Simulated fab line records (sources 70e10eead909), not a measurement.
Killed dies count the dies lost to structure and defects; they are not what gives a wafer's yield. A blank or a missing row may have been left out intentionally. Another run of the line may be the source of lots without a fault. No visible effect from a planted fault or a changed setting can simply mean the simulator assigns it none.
Check of tool commonality | flow nandHarc | Sampled: 11 lots, 39 wafers

WHAT PROMPTED THE OPENING
On 2 of the 11 lots, a flag is raised at NHARC_P_ZERO_WELL_CD_MEAS_24 on the reading cdNm. No-fault wafers: 720.1 nm, standard deviation 1.6.
Rule: a lot is flagged when every wafer of it that has a number lies more than 4 standard deviations from that mean, or none has a number. All remaining lots are regarded as sound.

lot  | measured    | on       | cdNm (nm), wafer by wafer           | flag
L492 | day 2 14:36 | cdSem-03 | 720.9 722.0 721.3                   | 
L493 | day 2 20:31 | cdSem-03 | 723.6 723.4 722.9                   | 
L495 | day 3 08:32 | cdSem-01 | 718.5 718.3 718.9                   | 
L496 | day 3 14:28 | cdSem-03 | 720.0 722.0 721.2                   | 
L500 | day 4 14:28 | cdSem-02 | 719.9 717.4 719.6                   | 
L502 | day 5 02:35 | cdSem-02 | 719.7 719.5 719.6                   | 
L504 | day 5 14:32 | cdSem-02 | 719.4 721.4 721.9                   | 
L505 | day 5 20:28 | cdSem-02 | 721.8 720.7 721.1                   | 
L506 | day 6 02:40 | cdSem-03 | 816.4 817.7 768.3 817.1 817.8 768.1 | FLAGGED
L508 | day 6 14:36 | cdSem-01 | 740.6 755.2 748.6 740.9 754.9 748.4 | FLAGGED
L511 | day 7 08:35 | cdSem-03 | 722.0 720.9 719.1                   | 
The mean of the flagged lots' numbers is 774.5 nm, +54.4 nm from the usual (+34 standard deviations).

EACH LOT AND THE TOOL IT RAN ON
The record keeps 1 process step preceding the reading, out of 1159 steps on the route. Read each cell as the tool, then ch plus the chambers that the sampled wafers visited, then the start.
lot  | flag    | NHARC_P_ZERO_WELL_EXPOSE_21
L492 |         | krfScanner-03 ch 0, day 2 14:26
L493 |         | krfScanner-02 ch 0, day 2 20:20
L495 |         | krfScanner-04 ch 0, day 3 08:23
L496 |         | krfScanner-04 ch 0, day 3 14:19
L500 |         | krfScanner-03 ch 0, day 4 14:19
L502 |         | krfScanner-04 ch 0, day 5 02:26
L504 |         | krfScanner-04 ch 0, day 5 14:23
L505 |         | krfScanner-03 ch 0, day 5 20:18
L506 | FLAGGED | krfScanner-04 ch 0, day 6 02:30
L508 | FLAGGED | krfScanner-04 ch 0, day 6 14:27
L511 |         | krfScanner-02 ch 0, day 7 08:25
What these steps do:
- NHARC_P_ZERO_WELL_EXPOSE_21: exposes mask P NWELL, target cd 720 nm.
- NHARC_P_ZERO_WELL_CD_MEAS_24: target cd 720 nm.

FLAGGED OVER TOTAL, TOOL BY TOOL (the gauges that took the reading come last)
step                         | tool          | lots run | flagged | share of the flagged lots | sound lots run after its first flagged lot
NHARC_P_ZERO_WELL_EXPOSE_21  | krfScanner-02 | 2        | 0       | none                      | -
NHARC_P_ZERO_WELL_EXPOSE_21  | krfScanner-03 | 3        | 0       | none                      | -
NHARC_P_ZERO_WELL_EXPOSE_21  | krfScanner-04 | 6        | 2       | all                       | 0
NHARC_P_ZERO_WELL_CD_MEAS_24 | cdSem-01      | 2        | 1       | some                      | 0
NHARC_P_ZERO_WELL_CD_MEAS_24 | cdSem-02      | 4        | 0       | none                      | -
NHARC_P_ZERO_WELL_CD_MEAS_24 | cdSem-03      | 5        | 1       | some                      | 1 (L511)

WHAT IS ALLOWED BY THE TABLE
In the table, 1 row covers all flagged lots: krfScanner-04 at NHARC_P_ZERO_WELL_EXPOSE_21.
- krfScanner-04 at NHARC_P_ZERO_WELL_EXPOSE_21 ran 6 lots, 2 of them flagged. It ran its last sound lot, L504, at day 5 14:23 and its first flagged lot, L506, at day 6 02:30: a fault with its onset between the two fits.
One tool is left: krfScanner-04 at NHARC_P_ZERO_WELL_EXPOSE_21.

WHAT HAD BEEN PUT IN BY THE SIMULATOR
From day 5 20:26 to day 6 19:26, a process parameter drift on krfScanner-04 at NHARC_P_ZERO_WELL_EXPOSE_21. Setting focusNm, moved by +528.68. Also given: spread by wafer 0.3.
Shown lots that were struck: L506, L508. The rule above reached the same finding.
